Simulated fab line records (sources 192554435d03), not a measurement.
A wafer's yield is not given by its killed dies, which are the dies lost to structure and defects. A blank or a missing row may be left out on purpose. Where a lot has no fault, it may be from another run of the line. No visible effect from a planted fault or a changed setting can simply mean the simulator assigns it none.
Split-lot experiment    flow n5 finfet    39 wafers read from 7 lots, route of 1938 steps

## THE SPLIT ITSELF
At N5_BEOL_M9_ETCH_66 (etches SOC in N2/H2, target depth 80 nm, overetch 16 nm, time 120 s), the setting time s was moved away from the recipe's 120 s on 12 of the 39 wafers read, by -46.5% to +56.9%. The other wafers ran this setting at the recipe's value.

The reading is taken at the split's own step.

## THE READING
SiARC_of_BEOL_M9_COAT_64.thk nm (the simulator's own value, which no gauge read), in nm, at N5_BEOL_M9_ETCH_66 (etches SOC in N2/H2, target depth 80 nm, overetch 16 nm, time 120 s). The file does not state a usual value for it. Here, 27 wafers ran the recipe; their average is 6.4 nm with a standard deviation of 0.19 nm.

wafer   tool, chamber at the split  time s as run, s  against the recipe  SiARC_of_BEOL_M9_COAT_64.thk nm, nm  against lot-mates on the recipe
L074.1  rie diel-02, 0              188.3             +56.9%              3.4                                  -3.2
L074.2  rie diel-02, 3              120               recipe              6.8                                  -
L074.3  rie diel-02, 1              120               recipe              6.4                                  -
L074.4  rie diel-02, 3              120               recipe              6.6                                  -
L074.5  rie diel-02, 1              188.3             +56.9%              3.4                                  -3.2
L074.6  rie diel-02, 0              188.3             +56.9%              3.4                                  -3.2
L076.1  rie diel-01, 1              120               recipe              6.6                                  -
L076.2  rie diel-01, 3              120               recipe              6.6                                  -
L076.3  rie diel-01, 0              120               recipe              6.4                                  -
L076.4  rie diel-01, 0              120               recipe              6.4                                  -
L076.5  rie diel-01, 3              120               recipe              6.4                                  -
L076.6  rie diel-01, 1              120               recipe              6.4                                  -
L085.1  rie diel-01, 2              120               recipe              6.4                                  -
L085.2  rie diel-01, 1              120               recipe              6.6                                  -
L085.3  rie diel-01, 0              120               recipe              6.2                                  -
L088.1  rie diel-06, 3,2            120               recipe              6.2                                  -
L088.5  rie diel-06, 3,2            120               recipe              6.2                                  -
L088.2  rie diel-06, 0              120               recipe              6                                    -
L088.3  rie diel-06, 2              120               recipe              6.2                                  -
L088.4  rie diel-06, 0              120               recipe              6                                    -
L088.6  rie diel-06, 3              120               recipe              6.2                                  -
L095.1  rie diel-06, 3              120               recipe              6.4                                  -
L095.2  rie diel-06, 0              68.25             -43.1%              8.6                                  +2.2
L095.3  rie diel-06, 2              120               recipe              6.4                                  -
L095.4  rie diel-06, 1              68.25             -43.1%              8.8                                  +2.4
L095.5  rie diel-06, 2              120               recipe              6.4                                  -
L095.6  rie diel-06, 3              68.25             -43.1%              8.8                                  +2.4
L096.1  rie diel-02, 3              120               recipe              6.4                                  -
L096.2  rie diel-02, 1              64.21             -46.5%              9                                    +2.7
L096.3  rie diel-02, 0              64.21             -46.5%              9                                    +2.7
L096.4  rie diel-02, 2              120               recipe              6.2                                  -
L096.5  rie diel-02, 2              64.21             -46.5%              8.8                                  +2.5
L096.6  rie diel-02, 3              120               recipe              6.4                                  -
L097.1  rie diel-01, 0              99.41             -17.2%              7.2                                  +0.7
L097.2  rie diel-01, 3              120               recipe              6.4                                  -
L097.3  rie diel-01, 2              99.41             -17.2%              7.4                                  +0.9
L097.4  rie diel-01, 1              120               recipe              6.6                                  -
L097.5  rie diel-01, 0              99.41             -17.2%              7.2                                  +0.7
L097.6  rie diel-01, 1              120               recipe              6.6                                  -
The file does not say which wafer passed through which chamber wherever a row lists several chambers: such a row stands for several wafers.

FIT RESULTS
A straight line over all 39 wafers: SiARC_of_BEOL_M9_COAT_64.thk nm changes by -0.0535 nm for each +1% of time s; r = -0.99; the points scatter about the line by 0.17 nm.
The same after taking each lot's own level away (the mean of its wafers on the recipe; 39 wafers): -0.0552 nm for each +1%; r = -1.00; scatter 0.12 nm.
The reading moves by 3.1 nm for the largest change in time s, on that fit.
Across the lots, their own levels run from 6.13 to 6.60 nm, a range of 2.5 times the standard deviation given above.
Consequently the slope shifts little with the lot-to-lot level, the two slopes agreeing.
Check: -3.16 nm against its lot-mates is what the line predicts for one of the wafers moved furthest among these (+56.9%) when that wafer is left out of the fit. Against them it came out at -3.2 nm.

## THE OTHER SPLITS THESE WAFERS WENT THROUGH
Other splits were also applied to these wafers ahead of the reading. Each is held against what the fit with the lots' levels taken away leaves over:
other split on the same wafers            wafers away from the commonest value  r with SiARC_of_BEOL_M9_COAT_64.thk nm (lot level and that fit taken away)
N5_HKMG_FIN_NWFM_ALD_20 ald cycles        15                                    +0.00
N5_MOL_CONTACT_COAG_ETCHBACK_135 time s   9                                     -0.21
N5_BEOL_M1_ILD_DEP_00 time s              12                                    -0.03
N5_BEOL_M3_TRENCH_ETCH_37 target depth a  15                                    -0.28
N5_BEOL_M8_DESCUM_16 time s               12                                    -0.10

## THE WHOLE CHAIN: every reading that the file lists as answering this split, in the file's order
step                what it does                                                         reading                                                                           change (the file's fit)                                                               r (the file's)
N5_BEOL_M9_ETCH_66  etches SOC in N2/H2, target depth 80 nm, overetch 16 nm, time 120 s  etch.depth nm (the simulator's own value, which no gauge read)                    not straight: 50.34 at the lowest setting, 59.95 at the recipe, 59.88 at the highest  not given
N5_BEOL_M9_ETCH_66  etches SOC in N2/H2, target depth 80 nm, overetch 16 nm, time 120 s  SiARC_of_BEOL_M9_COAT_64.thk nm (the simulator's own value, which no gauge read)  -0.0551 nm for each +1% of the setting                                                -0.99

## FILE'S OWN FIT
SiARC_of_BEOL_M9_COAT_64.thk nm changes by -0.0551 nm for each +1% of time s, r = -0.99.
